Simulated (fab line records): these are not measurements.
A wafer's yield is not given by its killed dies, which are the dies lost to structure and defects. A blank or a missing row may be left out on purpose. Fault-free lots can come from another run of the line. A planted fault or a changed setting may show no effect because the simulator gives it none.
8D (eight disciplines) problem report, filled in by code | flow n5Finfet | the parts of the form that need people (team, actions taken, sign-off) are left out

1. WHAT IS WRONG
Wafers without a fault read 99.9 sccm, standard deviation 0.31; cf4FlowSccm at N5_PASSIVATION_PASS_ETCH_74 reads a mean of 77.2 sccm on 2 wafers belonging to 2 lots. That puts it -73 standard deviations away from the usual mean.
The step: etches SiNx in CF4/O2, target depth 220 nm, time 110 s.
The first sign was on wafer L322.2 at day 16 19:32, on rieDiel-06. The record has a number at this step for 33 wafers belonging to 11 lots. Rule for "out", or "out of limits": more than 4 standard deviations from the usual mean. The rest of the wafers with a number are treated as sound.

2. WHAT IT IS; WHAT IT IS NOT
question                    | is                                          | is not
which readings at this step | cf4FlowSccm, oes_o_777_au, throttleValvePct | drypumpMotorCurrentA, oesProductAu, rfVppV, showerheadPlenumPTorr
which lots                  | L322, L324                                  | L307, L308, L310, L312, L313, L325, L327, L328, L330
which wafers of those lots  | L322.2, L324.3                              | L322.3, L322.4, L324.5, L324.6
read on which tools         | rieDiel-06                                  | rieDiel-02, rieDiel-04
when                        | from day 16 19:32                           | up to then (17 sound wafers); but 14 sound wafers of L324, L325, L327, L328, L330 came after

3. SUSPECTS, AND WHAT RULES EACH OUT
Counting: if a tool at a process step up to the reading ran every lot that is out, it stays a suspect. Sound lots after the first of them don't rule it out here, since some wafers of a struck lot are sound.
- rieDiel-06 at N5_PASSIVATION_PASS_ETCH_74 (etches SiNx in CF4/O2, target depth 220 nm, time 110 s): kept. It processed each lot that is out (first: L322, day 16 19:32); up to then, its last sound lot is L307 (day 14 12:56). Its own readings are out on those wafers: cf4FlowSccm, oes_o_777_au, throttleValvePct.
- In rieDiel-06 at N5_PASSIVATION_PASS_ETCH_74, the wafers that are out were processed in chamber 1 and their sound lot-mates in chambers 0, 2.
After counting, what remains is rieDiel-06 at N5_PASSIVATION_PASS_ETCH_74.

4. THE CAUSE (what the simulator had put in)
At N5_PASSIVATION_PASS_ETCH_74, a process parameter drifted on rieDiel-06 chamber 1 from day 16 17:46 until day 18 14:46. From 100, the setting cf4FlowSccm moved by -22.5. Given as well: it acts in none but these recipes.
Counting left only this tool.

5. THE CHAIN OF EFFECTS, in route order
Each row: a reading whose mean over the struck wafers that have a number lies more than 3 standard deviations from the usual. Scope: only readings with a usual standard deviation given in the record; hours: median across lots of the time from each lot's start at the first step in this table that gives one to its start at this step; sigmas: change in usual standard deviations.
hours | step                        | reading          | usual     | on struck wafers | change | sigmas
0     | N5_PASSIVATION_PASS_ETCH_74 | cf4FlowSccm      | 99.9 sccm | 77.2             | -22.8  | -73
0     | N5_PASSIVATION_PASS_ETCH_74 | oes_o_777_au     | 0.82 a.u. | 1.11             | +0.29  | +4.4
0     | N5_PASSIVATION_PASS_ETCH_74 | throttleValvePct | 15.94 %   | 14.95            | -0.99  | -5.2
Its process steps:
- N5_PASSIVATION_PASS_ETCH_74: etches SiNx in CF4/O2, target depth 220 nm, time 110 s.

6. HOW IT WOULD HAVE BEEN CAUGHT EARLIER
In this record no reading fell out of limits until day 16 19:32, 2 hours after the fault had begun at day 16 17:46.
